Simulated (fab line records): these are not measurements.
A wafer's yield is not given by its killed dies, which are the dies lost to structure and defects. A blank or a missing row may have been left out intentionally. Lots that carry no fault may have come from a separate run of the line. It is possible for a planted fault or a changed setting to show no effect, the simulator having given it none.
fab line records    flow nand_harc
[record] lots = 14  wafers = 42  last_day = 34
route steps=1302 shown A_CHANNEL_FILL_D2@628 THIN_TSV@1246 END@1302
lots untouched by any fault: they come from a run of this same line in which no faults occurred
start_h: the number of hours between the record's first day and the start of the first shown wafer of the lot    wait_h: time in hours since the lot's previous step    " as in the row above    L1.1+2: a single row standing in for several wafers    - no value, or no start given    * or withheld: withheld    < > ~ a bound
route shown NAME@n: NAME is a module with steps in the file, n the number in the route of the first one    usual: the fault-free wafers' mean and standard deviation    same: alike in all rows    chamber/n: place in a boat    sites: the reading at each site    _std_site: the values' standard deviation    _edge_site: outer sites' mean less inner sites'    radius_mm: for every site, how far away it sits from the centre of the wafer    mask NAME#n: copy n    behind: the tool/chamber that last shaped the wafer    hold: why the lot went on hold/how many hours it stayed there/how the hold came to an end    device: names the non-switching transistor (n, p or np)    end of line: the same wafers' tests at the end of the route    a step without rows: its recipe alone    killed: dies that structure and defects cost at the first sort, which is not the same as the wafer's yield    map: a wafer's dies, x killed, . not, _ none there
set.NAME: the setting that was run; set.NAME@STEP: the one run at that earlier step    model.NAME: the simulator's own value behind a step, which no gauge read
route steps across a sampled set of lots; one table per step, one row per wafer
services: a tool's chamber out of use, with start hour (start_h, from the record's first day; less than 0 if before it), hours out, and reason
[[steps]]
[step NHARC_A_CHANNEL_FILL_D2_ETCHBACK_08]
[recipe] target_depth_a = 2200  time_s = 110  c4f8_flow_sccm = 20  ar_flow_sccm = withheld  rf_w = 600  bias_w = 300  chemistry = C4F8
[usual] oes_product_au = 0.95/0.037  rf_vpp_V = 441.3/2.9
lot.wafer  tool         chamber  start_h  wait_h  oes_product_au  rf_hours_counter_h  rf_vpp_V
L328.3     rie_diel-10  0        350.26   -       0.94            2                   437.6
L328.1     "            1        "        "       0.93            1                   443.4
L328.4     "            2        "        "       0.94            2                   438.2
L329.2     rie_diel-10  2        363.11   -       0.94            3                   437.9
L329.6     "            3        "        "       0.93            -                   443.7
L329.5     "            0        "        "       0.93            -                   438.0
L333.1     rie_diel-10  0        396.15   -       1.00            4                   438.9
L333.6     "            0        "        "       0.99            -                   440.1
L333.4     "            1        "        "       1.00            -                   444.9
L339.4     rie_diel-10  1        443.40   -       0.93            0                   444.5
L339.2     "            2        "        "       0.92            0                   437.3
L339.1     "            3        "        "       0.93            0                   444.8
L336.2     rie_diel-07  1        443.42   -       1.02            3                   443.0
L336.4     "            2        "        "       1.00            4                   437.6
L336.5     "            0        "        "       1.00            -                   445.3
L338.1     rie_diel-07  3        455.39   -       0.92            4                   441.7
L338.6     "            0        "        "       0.92            -                   446.0
L338.5     "            1        "        "       0.93            -                   442.5
L341.4     rie_diel-10  1        489.76   -       0.93            1                   445.9
L341.3     "            2        "        "       0.90            2                   439.6
L341.1     "            3        "        "       0.93            2                   442.6
L342.3     rie_diel-10  0        490.09   -       1.00            2                   438.3
L342.4     "            1        "        "       1.00            2                   443.9
L342.5     "            3        "        "       0.99            -                   441.1
L344.3     rie_diel-10  1        498.36   -       0.93            2                   444.6
L344.5     "            2        "        "       0.90            -                   438.1
L344.6     "            3        "        "       0.92            -                   443.5
L345.1     rie_diel-10  2        529.42   -       0.91            3                   437.5
L345.5     "            3        "        "       0.92            -                   443.8
L345.6     "            0        "        "       0.92            -                   438.8
L346.2     rie_diel-07  1        530.49   -       0.92            1                   442.3
L346.3     "            2        "        "       0.92            1                   438.0
L346.6     "            0        "        "       0.91            -                   443.3
L347.2     rie_diel-07  1        542.49   -       0.99            1                   443.4
L347.5     "            1        "        "       0.99            -                   441.7
L347.6     "            2        "        "       0.97            -                   438.2
L349.1     rie_diel-10  2        559.64   -       0.91            3                   436.7
L349.3     "            1        "        "       0.92            3                   442.2
L349.6     "            3        "        "       0.93            -                   443.9
L350.2     rie_diel-07  2        580.33   -       0.93            3                   437.6
L350.5     "            3        "        "       0.92            -                   442.2
L350.6     "            0        "        "       0.91            -                   444.3
[step NHARC_THIN_TSV_THK_MEAS_02]
[recipe] thk_meas_gauge = ir
[usual] thk_nm = 2985/230
lot.wafer  tool           chamber  start_h  wait_h  thk_nm
L328.1     film_metro-01  -        545.57   0.2     2410
L328.3     "              -        "        "       2751
L328.4     "              -        "        "       2709
L329.2     film_metro-02  -        560.08   0.2     3010
L329.5     "              -        "        "       2974
L329.6     "              -        "        "       2952
L333.1     film_metro-01  -        594.56   -       2612
L333.4     "              -        "        "       2463
L333.6     "              -        "        "       2949
L336.2     film_metro-01  -        644.93   -       2767
L336.4     "              -        "        "       2409
L336.5     "              -        "        "       2943
L339.1     film_metro-01  -        650.26   -       3136
L339.2     "              -        "        "       3312
L339.4     "              -        "        "       3402
L338.1     film_metro-02  -        660.19   0.2     2990
L338.5     "              -        "        "       3028
L338.6     "              -        "        "       2964
L341.1     film_metro-01  -        680.18   -       2958
L341.3     "              -        "        "       2839
L341.4     "              -        "        "       2845
L342.3     film_metro-02  -        687.90   -       3121
L342.4     "              -        "        "       2814
L342.5     "              -        "        "       2970
L344.3     film_metro-02  -        707.16   -       2752
L344.5     "              -        "        "       3018
L344.6     "              -        "        "       2900
L347.2     film_metro-01  -        730.80   0.2     2919
L347.5     "              -        "        "       2794
L347.6     "              -        "        "       2666
L345.1     film_metro-01  -        735.16   0.2     3258
L345.5     "              -        "        "       2945
L345.6     "              -        "        "       3239
L346.2     film_metro-02  -        736.34   -       2669
L346.3     "              -        "        "       2788
L346.6     "              -        "        "       2612
L349.1     film_metro-02  -        755.04   -       3122
L349.3     "              -        "        "       3015
L349.6     "              -        "        "       2866
L350.2     film_metro-02  -        784.76   0.2     2668
L350.5     "              -        "        "       2922
L350.6     "              -        "        "       2847
[step NHARC_THIN_TSV_DEP_43]
[recipe] target_thk_a = 13285  temp_c = withheld  pressure_torr = 6.5  rf_w = 900  teos_flow_sccm = 161.4  flow_sccm = 2650  target_thk_nm = 1328.5  gas = O2  material = SiO2
[usual] showerhead_vpp_V = 1856/97  throttle_valve_pct = 15.9/0.43
lot.wafer  tool      chamber  start_h  wait_h  showerhead_vpp_V  throttle_valve_pct
L328.3     pecvd-03  0        545.79   -       1816              16.4
L328.1     "         1        "        "       1977              15.7
L328.4     "         0        "        "       1781              16.6
L329.2     pecvd-02  0        560.30   -       1898              15.9
L329.6     "         0        "        "       1920              15.9
L329.5     "         1        "        "       1991              15.8
L333.1     pecvd-03  1        594.83   -       1950              15.6
L333.4     "         0        "        "       1816              15.9
L333.6     "         2        "        "       1918              15.2
L336.2     pecvd-02  1        645.24   -       1998              15.4
L336.5     "         1        "        "       1964              15.5
L336.4     "         2        "        "       1718              16.6
L339.2     pecvd-01  2        650.49   -       1756              16.3
L339.1     "         0        "        "       1797              16.2
L339.4     "         1        "        "       1707              16.0
L338.1     pecvd-01  2        660.42   -       1775              16.1
L338.6     "         2        "        "       1758              16.0
L338.5     "         1        "        "       1697              15.9
L341.1     pecvd-03  2        680.40   -       1899              15.3
L341.3     "         1        "        "       1945              15.8
L341.4     "         2        "        "       1933              15.4
L342.3     pecvd-02  2        688.21   -       1695              16.1
L342.4     "         0        "        "       1898              16.1
L342.5     "         1        "        "       1993              15.3
L344.3     pecvd-03  0        707.43   -       1786              16.0
L344.5     "         2        "        "       1914              15.4
L344.6     "         0        "        "       1813              16.0
L347.2     pecvd-02  0        731.08   -       1922              16.2
L347.5     "         1        "        "       1996              15.2
L347.6     "         2        "        "       1747              16.3
L345.1     pecvd-01  2        735.47   -       1751              16.4
L345.5     "         0        "        "       1807              16.2
L345.6     "         2        "        "       1762              16.2
L346.3     pecvd-02  2        736.61   -       1747              16.6
L346.2     "         0        "        "       1895              16.3
L346.6     "         2        "        "       1712              16.3
L349.1     pecvd-03  1        755.27   -       1948              15.7
L349.3     "         0        "        "       1805              15.9
L349.6     "         1        "        "       1994              16.1
L350.2     pecvd-01  1        784.99   -       1705              15.1
L350.6     "         2        "        "       1742              16.3
L350.5     "         0        "        "       1809              16.2
[step NHARC_THIN_TSV_CD_MEAS_12]
[recipe] target_cd_nm = 1000  landing_energy_ev = 500
[usual] cd_nm = 1000.6/2.3
[same] landing_energy_ev = 500
lot.wafer  tool       chamber  start_h  wait_h  cd_nm
L328.1     cd_sem-01  0        546.50   -       998.5
L328.3     "          0        "        "       998.2
L328.4     "          0        "        "       999.0
L329.2     cd_sem-02  0        561.14   -       1000.8
L329.5     "          0        "        "       997.5
L329.6     "          0        "        "       994.2
L333.1     cd_sem-01  0        595.49   -       1004.2
L333.4     "          0        "        "       1003.6
L333.6     "          0        "        "       1004.4
L336.2     cd_sem-01  0        646.02   -       998.6
L336.4     "          0        "        "       999.6
L336.5     "          0        "        "       998.9
L339.1     cd_sem-03  0        651.33   -       1003.2
L339.2     "          0        "        "       1003.9
L339.4     "          0        "        "       1000.6
L338.1     cd_sem-03  0        661.25   -       999.5
L338.5     "          0        "        "       1000.6
L338.6     "          0        "        "       998.4
L341.1     cd_sem-02  0        681.22   -       999.3
L341.3     "          0        "        "       996.4
L341.4     "          0        "        "       1000.7
L342.3     cd_sem-02  0        688.97   -       1002.2
L342.4     "          0        "        "       1002.2
L342.5     "          0        "        "       1002.9
L344.3     cd_sem-01  0        708.22   -       999.8
L344.5     "          0        "        "       1002.7
L344.6     "          0        "        "       998.3
L347.2     cd_sem-03  0        731.92   -       1001.4
L347.5     "          0        "        "       1002.1
L347.6     "          0        "        "       998.2
L345.1     cd_sem-02  0        736.21   -       999.9
L345.5     "          0        "        "       998.3
L345.6     "          0        "        "       999.7
L346.2     cd_sem-02  0        737.44   -       1000.9
L346.3     "          0        "        "       999.0
L346.6     "          0        "        "       1002.4
L349.1     cd_sem-02  0        756.09   -       1002.8
L349.3     "          0        "        "       998.5
L349.6     "          0        "        "       1001.4
L350.2     cd_sem-02  0        785.82   -       995.5
L350.5     "          0        "        "       1000.6
L350.6     "          0        "        "       999.3
[step NHARC_END_SORT_01]
[recipe] temp_c = 25
[usual] killed_at_array = 58/19  killed_at_other = 1.1/1.2  killed_at_periphery = 3.8/2.4  killed_dies = 63/18  killed_open = 3.3/1.8  killed_short = 2.2/1.6
[same] gross_dies = 677
lot.wafer  tool       chamber  start_h  wait_h  killed_at_array  killed_at_other  killed_at_periphery  killed_dies  killed_open  killed_short
L336.2     prober-01  0        661.85   2.8     118              0                5                    123          5            2
L336.4     prober-01  0        663.45   3.4     21               1                9                    31           3            3
L336.5     prober-01  0        664.24   3.7     20               0                2                    22           2            3
L338.1     prober-02  0        676.39   2.5     112              1                2                    115          1            0
L338.5     prober-02  0        679.58   3.7     156              1                2                    159          4            1
L338.6     prober-02  0        680.38   4.0     84               0                4                    88           2            1
L341.1     prober-01  0        696.26   2.5     69               1                2                    72           2            1
L341.3     prober-01  0        697.84   3.1     68               1                4                    73           5            4
L341.4     prober-01  0        698.64   3.4     68               3                8                    79           1            3
L345.1     prober-01  0        759.16   2.5     49               1                2                    52           3            2
L345.5     prober-01  0        762.33   3.7     71               1                3                    75           4            5
L345.6     prober-01  0        763.12   4.0     56               2                3                    61           4            5
// killed by level:class
L336.2 A_CHANNEL_FILL_D2:unspecified=97 A_CHANNEL_HOLE_D1:chamber_film_flake=8 A_CONTACT:chamber_film_flake=3 P_CONTACT:geometric_particle:open=2 P_GATE:chamber_film_flake=2 A_CHANNEL_HOLE_D2:unspecified=2 A_STAIRCASE:chamber_film_flake=2 A_CHANNEL_FILL_D1:geometric_particle:short=1
L336.4 P_GATE:chamber_film_flake=8 A_CHANNEL_HOLE_D1:chamber_film_flake=5 A_SLIT:chamber_film_flake=5 A_CONTACT:chamber_film_flake=3 A_CHANNEL_FILL_D2:geometric_particle:short=2 A_DECK1_JOINT:geometric_particle:open=1 A_ONON_D2:geometric_particle:open=1 A_SGD_CUT:geometric_particle:open=1
L336.5 A_CHANNEL_HOLE_D1:chamber_film_flake=10 A_SLIT:chamber_film_flake=4 A_ONON_D2:geometric_particle:short=2 A_CHANNEL_HOLE_D2:unspecified=2 P_GATE:geometric_particle:short=1 A_CHANNEL_FILL_D2:geometric_particle:open=1 A_BLC:geometric_particle:open=1 P_GATE:chamber_film_flake=1
L338.1 A_SLIT:chamber_film_flake=40 A_CHANNEL_HOLE_D1:chamber_film_flake=32 A_CHANNEL_HOLE_D2:chamber_film_flake=26 A_CONTACT:chamber_film_flake=4 P_GATE:chamber_film_flake=2 A_STAIRCASE:chamber_film_flake=2 A_M1:chamber_film_flake=2 A_CHANNEL_FILL_D1:geometric_particle:open=1
L338.5 A_CHANNEL_FILL_D2:unspecified=96 A_CHANNEL_HOLE_D1:chamber_film_flake=27 A_CHANNEL_HOLE_D2:chamber_film_flake=16 A_SLIT:chamber_film_flake=6 A_CONTACT:chamber_film_flake=3 P_CONTACT:geometric_particle:open=2 A_ZERO_WELL:chamber_film_flake=2 A_CHANNEL_FILL_D2:chamber_film_flake=2
L338.6 A_CHANNEL_HOLE_D1:chamber_film_flake=28 A_SLIT:chamber_film_flake=25 A_CHANNEL_HOLE_D2:chamber_film_flake=16 A_ZERO_WELL:chamber_film_flake=4 A_CONTACT:chamber_film_flake=3 P_GATE:chamber_film_flake=2 A_CHANNEL_FILL_D2:chamber_film_flake=2 P_M0:geometric_particle:open=1
L341.1 A_SLIT:chamber_film_flake=33 A_CHANNEL_HOLE_D2:chamber_film_flake=16 A_STAIRCASE:chamber_film_flake=5 A_CHANNEL_HOLE_D1:chamber_film_flake=4 A_CONTACT:chamber_film_flake=4 A_M1:chamber_film_flake=2 P_CONTACT:geometric_particle:short=1 A_SOURCE_PLATE:geometric_particle:open=1
L341.3 A_SLIT:chamber_film_flake=26 A_CHANNEL_HOLE_D2:chamber_film_flake=15 A_CHANNEL_HOLE_D1:chamber_film_flake=11 A_STAIRCASE:chamber_film_flake=4 A_CONTACT:chamber_film_flake=3 P_M1:chamber_film_flake=2 P_CONTACT:geometric_particle:open=1 A_CHANNEL_HOLE_D1:geometric_particle:short=1
L341.4 A_CHANNEL_HOLE_D2:chamber_film_flake=28 A_SLIT:chamber_film_flake=27 A_CHANNEL_HOLE_D1:chamber_film_flake=9 P_M1:chamber_film_flake=3 THIN_TSV:chamber_film_flake=3 A_DECK1_JOINT:geometric_particle:short=2 P_STI:chamber_film_flake=2 A_STAIRCASE:chamber_film_flake=2
L345.1 A_CHANNEL_HOLE_D2:chamber_film_flake=25 A_CHANNEL_HOLE_D1:chamber_film_flake=9 A_STAIRCASE:chamber_film_flake=4 A_CONTACT:chamber_film_flake=4 A_SLIT:chamber_film_flake=3 P_GATE:geometric_particle:open=1 P_CONTACT:geometric_particle:short=1 A_CHANNEL_FILL_D2:geometric_particle:short=1
L345.5 A_CHANNEL_HOLE_D2:chamber_film_flake=24 A_CHANNEL_HOLE_D1:chamber_film_flake=10 A_CONTACT:chamber_film_flake=10 A_STAIRCASE:chamber_film_flake=8 A_SLIT:chamber_film_flake=8 A_WL_FILL:geometric_particle:short=2 A_ZERO_WELL:chamber_film_flake=2 P_CONTACT:geometric_particle:short=1
L345.6 A_CHANNEL_HOLE_D2:chamber_film_flake=23 A_SLIT:chamber_film_flake=10 A_CHANNEL_HOLE_D1:chamber_film_flake=9 A_DECK1_JOINT:geometric_particle:short=3 A_STAIRCASE:chamber_film_flake=3 A_CONTACT:chamber_film_flake=2 THIN_TSV:chamber_film_flake=2 P_CONTACT:geometric_particle:open=1
[[services]]
tool         chamber  start_h  hours  kind
rie_diel-07  1        346.68   12.2   repair
pecvd-02     1        352.32   23.3   repair
pecvd-03     -        366.14   13.0   pm
rie_diel-10  3        389.88   6.5    repair
pecvd-02     -        408.33   13.0   pm
rie_diel-07  2        413.82   6.1    repair
rie_diel-10  -        419.50   9.0    pm
rie_diel-10  1        430.96   3.3    repair
pecvd-02     -        453.86   0.6    repair
rie_diel-07  0        460.47   1.4    repair
rie_diel-07  -        471.20   9.0    pm
rie_diel-10  2        544.89   6.4    repair
pecvd-03     -        547.14   13.0   pm
rie_diel-07  3        556.56   6.5    repair
rie_diel-07  1        558.08   3.4    repair
pecvd-02     0        580.97   14.6   repair
pecvd-02     -        589.33   13.0   pm
rie_diel-10  -        596.50   9.0    pm
rie_diel-07  -        601.58   5.2    repair
rie_diel-07  -        648.20   9.0    pm
pecvd-03     1        682.11   12.9   repair
pecvd-03     -        728.14   13.0   pm
rie_diel-07  -        749.37   0.3    repair
rie_diel-10  -        773.50   9.0    pm
[[key]]
[first_sign] step = NHARC_END_SORT_01  reading = killed_dies  direction = up  sigmas = 4.2  usual = 63  struck = 141
[effect] step = NHARC_END_SORT_01  reading = killed_at_array  direction = up  sigmas = 4.1  usual = 58  struck = 137
[more_kills_born_at] NHARC_A_CHANNEL_FILL_D2_ETCHBACK_08@rie_diel-07 = 193
met_at NHARC_A_CHANNEL_FILL_D2_ETCHBACK_08
struck_lots L336,L338
struck_wafers L336.2,L338.5
tester_left_out L336,L338
not_acting_at NHARC_THIN_TSV_THK_MEAS_02,NHARC_THIN_TSV_DEP_43,NHARC_THIN_TSV_CD_MEAS_12
[fault] kind = chamber_particle_source  tool = rie_diel-07  chamber = 1  onset_h = 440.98  steps = NHARC_A_CHANNEL_FILL_D2_ETCHBACK_08  rate_per_visit_cm2 = 1.7224  end_h = 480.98
// tester_left_out: of these lots the tester's yield and bins aren't shown, on N5 and GAA mostly nor the transistor test; their killed dies are dies lost to structure and defects alone, not to doping, threshold or leakage, so they don't give the yield
